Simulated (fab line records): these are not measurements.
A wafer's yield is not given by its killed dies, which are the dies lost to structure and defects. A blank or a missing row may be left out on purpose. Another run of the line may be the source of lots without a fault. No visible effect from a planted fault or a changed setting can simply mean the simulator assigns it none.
3 desks, one fault :: flow n5 finfet :: numbers are kept per desk, each desk with only its own; the story behind them comes last

== FOR THE TOOL OWNER'S DESK: rie diel-01 ==
The tool's own readings at N5_BEOL_M0_SAQP_ETCH_84 (etches SOC in N2/H2, target depth 100 nm, overetch 20 nm, time 150 s): means of the sampled wafers that have a number, for each lot that ran on this tool. A lot is out of limits, marked OUT, if its mean lies more than 4 standard deviations from the usual mean; the brackets give that distance.
Columns: A = drypump motor current A at N5_BEOL_M0_SAQP_ETCH_84, usual 5.8 A; B = n2 flow sccm at N5_BEOL_M0_SAQP_ETCH_84, usual 199.9 sccm; C = oes product au at N5_BEOL_M0_SAQP_ETCH_84, usual 0.72 a.u.; D = rf vpp V at N5_BEOL_M0_SAQP_ETCH_84, usual 523.2 V; E = showerhead plenum p Torr at N5_BEOL_M0_SAQP_ETCH_84, usual 2.51 Torr; F = temp c at N5_BEOL_M0_SAQP_ETCH_84, usual 40.00 C; G = throttle valve pct at N5_BEOL_M0_SAQP_ETCH_84, usual 17.75 %
lot: L300
first seen here: day 6 13:46
A: 6.0
B: 199.4
C: 0.67
D: 522.0
E: 2.46
F: 40.07
G: 17.80

lot: L306
first seen here: day 7 16:38
A: 6.2
B: 198.9
C: 0.69
D: 522.5
E: 2.49
F: 39.97
G: 17.80

lot: L308
first seen here: day 8 06:16
A: 6.0
B: 200.1
C: 0.65
D: 522.1
E: 2.46
F: 39.97
G: 17.84

lot: L310
first seen here: day 8 12:22
A: 5.8
B: 200.4
C: 0.73
D: 523.8
E: 2.50
F: 39.89
G: 17.69
Finding of this desk: none of the 4 lots has anything out of limits.

== METROLOGY DESK ==
Lot by lot, what the gauges showed, no matter which tool ran the lot: averages of those sampled wafers that carry a number. A lot is out of limits, marked OUT, if its mean lies more than 4 standard deviations from the usual mean; the brackets give that distance. Only the readings that lie furthest out on some lot appear, 7 of the 12 it has.
Columns: A = DIBL_N at N5_BEOL_M4_RC_MEAS_101, usual 37.3 mV/V; B = DIBL_P at N5_BEOL_M4_RC_MEAS_101, usual 37.4 mV/V; C = IOFF_N at N5_BEOL_M4_RC_MEAS_101, usual 0.18 nA/um; D = IOFF_P at N5_BEOL_M4_RC_MEAS_101, usual 0.25 nA/um; E = ION_N at N5_BEOL_M4_RC_MEAS_101, usual 679 uA/um; F = ION_P at N5_BEOL_M4_RC_MEAS_101, usual 468 uA/um; G = VT_P at N5_BEOL_M4_RC_MEAS_101, usual -248 mV
lot: L300
first seen here: day 6 13:04
A: 36.2
B: 36.5
C: 0.18
D: 0.25
E: 687
F: 470
G: -247

lot: L306
first seen here: day 7 16:17
A: 37.9
B: 36.5
C: 0.17
D: 0.25
E: 674
F: 468
G: -247

lot: L308
first seen here: day 8 06:06
A: 37.5
B: 39.2
C: 0.21
D: 0.26
E: 686
F: 471
G: -248

lot: L310
first seen here: day 8 12:11
A: 40.3
B: 41.6
C: 0.24
D: 0.35
E: 692
F: 481
G: -240

lot: L312
first seen here: day 8 21:56
A: 38.3
B: 39.8
C: 0.18
D: 0.26
E: 683
F: 472
G: -248

lot: L313
first seen here: day 9 04:39
A: 38.9
B: 38.3
C: 0.23
D: 0.30
E: 688
F: 473
G: -244

lot: L317
first seen here: day 10 05:50
A: 37.4
B: 35.8
C: 0.14
D: 0.21
E: 658
F: 457
G: -252
Finding of this desk: none of the 7 lots has anything out of limits.

== THE DEFECT DESK ==
Lot by lot, what the route's inspections counted, given as the mean of those sampled wafers with a number. A lot is out of limits, marked OUT, if its mean lies more than 4 standard deviations from the usual mean; the brackets give that distance.
Columns: A = raw defect count at N5_BEOL_M0_SAQP_INSPECT_16, usual 530
lot: L300
first seen here: day 6 13:07
A: 650

lot: L306
first seen here: day 7 16:20
A: 410

lot: L308
first seen here: day 8 06:09
A: 583

lot: L310
first seen here: day 8 12:14
A: 692

lot: L312
first seen here: day 8 21:59
A: 497

lot: L313
first seen here: day 9 04:43
A: 429

lot: L317
first seen here: day 10 05:54
A: 373
Finding of this desk: none of the 7 lots has anything out of limits.

== PUT TOGETHER ==
The desk of the tool owner found nothing out of limits.
From the metrology desk's view, nothing was out of limits.
The defect desk saw nothing out of limits.

== WHAT THE SIMULATOR HAD INSERTED ==
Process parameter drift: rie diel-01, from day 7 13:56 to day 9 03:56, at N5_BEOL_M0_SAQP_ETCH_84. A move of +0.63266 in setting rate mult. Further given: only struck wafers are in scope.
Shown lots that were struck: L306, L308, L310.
